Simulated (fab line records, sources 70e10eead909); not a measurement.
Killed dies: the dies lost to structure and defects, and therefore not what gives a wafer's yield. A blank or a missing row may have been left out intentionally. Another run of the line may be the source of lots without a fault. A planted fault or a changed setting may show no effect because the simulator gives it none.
Chamber matching	flow nand_harc	NHARC_A_SLIT_ETCH_24 on rie_diel-03 has 4 sister chambers
The step etches the open film in CF4/CHF3, target depth 121 nm, time 60.5 s. 7 wafers are shown with their chamber, then 7 later ones without.

## EACH WAFER AND ITS CHAMBER
wafer	chamber	rf_vpp_V (V)	cf4_flow_sccm (sccm)
L541.1	1	367.9	100.0
L546.3	3	372.7	99.9
L545.1	0	368.4	100.4
L545.2	3	372.4	99.8
L545.4	2	373.3	99.7
L550.4	0	367.6	99.2
L550.5	2	372.4	100.1

## WAFERS WHOSE CHAMBER IS MISSING
wafer	rf_vpp_V (V)	cf4_flow_sccm (sccm)
L550.6	366.1	100.2
L559.3	366.4	100.4
L559.4	372.7	99.7
L559.5	373.8	99.8
L561.1	374.1	99.8
L561.2	369.7	100.3
L561.3	369.5	99.7

## WHICH CHAMBER EACH ONE RAN IN
wafer	from the rows above	in truth
L550.6	can't be placed: 1 or 0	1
L559.3	can't be placed: 1 or 0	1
L559.4	can't be placed: 3 or 2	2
L559.5	can't be placed: 2 or 3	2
L561.1	can't be placed: 2 or 3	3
L561.2	can't be placed: 0 or 1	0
L561.3	can't be placed: 0 or 1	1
Placed correctly: 0 of 7. Cannot be placed on the basis of these rows: 7; the candidates contain the true chamber in 7. Wrongly placed: 0.
How it was worked out, from the rows above alone: a wafer's distance from a chamber is the root of the sum, over the readings, of the square of ((its reading less the chamber's mean) divided by the reading's scatter). The wafer belongs to the nearest chamber; if the next one is less than 2 further off, it can't be placed. For every chamber, the mean is computed from those of its wafers that are shown. How the scatter is found: for the shown wafers, subtract from each reading the mean of its chamber, square and add these, divide the total by (wafers less chambers), then take the root.
